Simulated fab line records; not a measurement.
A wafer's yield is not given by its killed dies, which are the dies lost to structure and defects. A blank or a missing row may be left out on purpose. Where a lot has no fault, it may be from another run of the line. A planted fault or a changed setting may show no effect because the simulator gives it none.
Matching of chambers + flow n5-finfet + 4 sister chambers for N5_MOL_CONTACT_COAG_DESCUM_13 on rie-diel-03
The step chemistry O2, time 7 s. 8 wafers are shown with their chamber, then 8 later ones without.

== WAFERS WITH THEIR CHAMBER ==
| wafer  | chamber | showerhead-plenum-p-Torr (Torr) | throttle-valve-pct (%) |
|--------|---------|---------------------------------|------------------------|
| L078.2 | 0       | 2.03                            | 20.32                  |
| L078.6 | 2       | 2.13                            | 20.50                  |
| L080.4 | 0       | 2.02                            | 20.34                  |
| L080.5 | 3       | 2.16                            | 20.97                  |
| L081.1 | 3       | 2.16                            | 20.96                  |
| L081.2 | 2       | 2.13                            | 20.49                  |
| L081.6 | 1       | 2.14                            | 20.17                  |
| L082.1 | 1       | 2.14                            | 20.18                  |

== WAFERS MISSING THEIR CHAMBER ==
| wafer  | showerhead-plenum-p-Torr (Torr) | throttle-valve-pct (%) |
|--------|---------------------------------|------------------------|
| L082.3 | 2.16                            | 20.97                  |
| L082.4 | 2.02                            | 20.34                  |
| L083.2 | 2.02                            | 20.35                  |
| L083.3 | 2.16                            | 20.98                  |
| L083.6 | 2.16                            | 20.97                  |
| L096.2 | 2.13                            | 20.22                  |
| L096.5 | 2.15                            | 21.00                  |
| L096.6 | 2.01                            | 20.40                  |

== CHAMBER TAKEN BY EACH ==
| wafer  | from the rows above | in truth |
|--------|---------------------|----------|
| L082.3 | 3                   | 3        |
| L082.4 | 0                   | 0        |
| L083.2 | 0                   | 0        |
| L083.3 | 3                   | 3        |
| L083.6 | 3                   | 3        |
| L096.2 | 1                   | 1        |
| L096.5 | 3                   | 3        |
| L096.6 | 0                   | 0        |
Placed correctly: 8 of 8. Left unplaced by these rows: 0. Number placed wrongly: 0.
How it was worked out, from the rows above alone: a wafer's distance from a chamber is the root of the sum, over the readings, of the square of ((its reading less the chamber's mean) divided by the reading's scatter). If the next closest chamber is less than 2 further off than the closest, the wafer can't be placed; otherwise it belongs to the closest. The mean given for a chamber averages the wafers shown for that chamber. How the scatter is found: for the shown wafers, subtract from each reading the mean of its chamber, square and add these, divide the total by (wafers less chambers), then take the root.
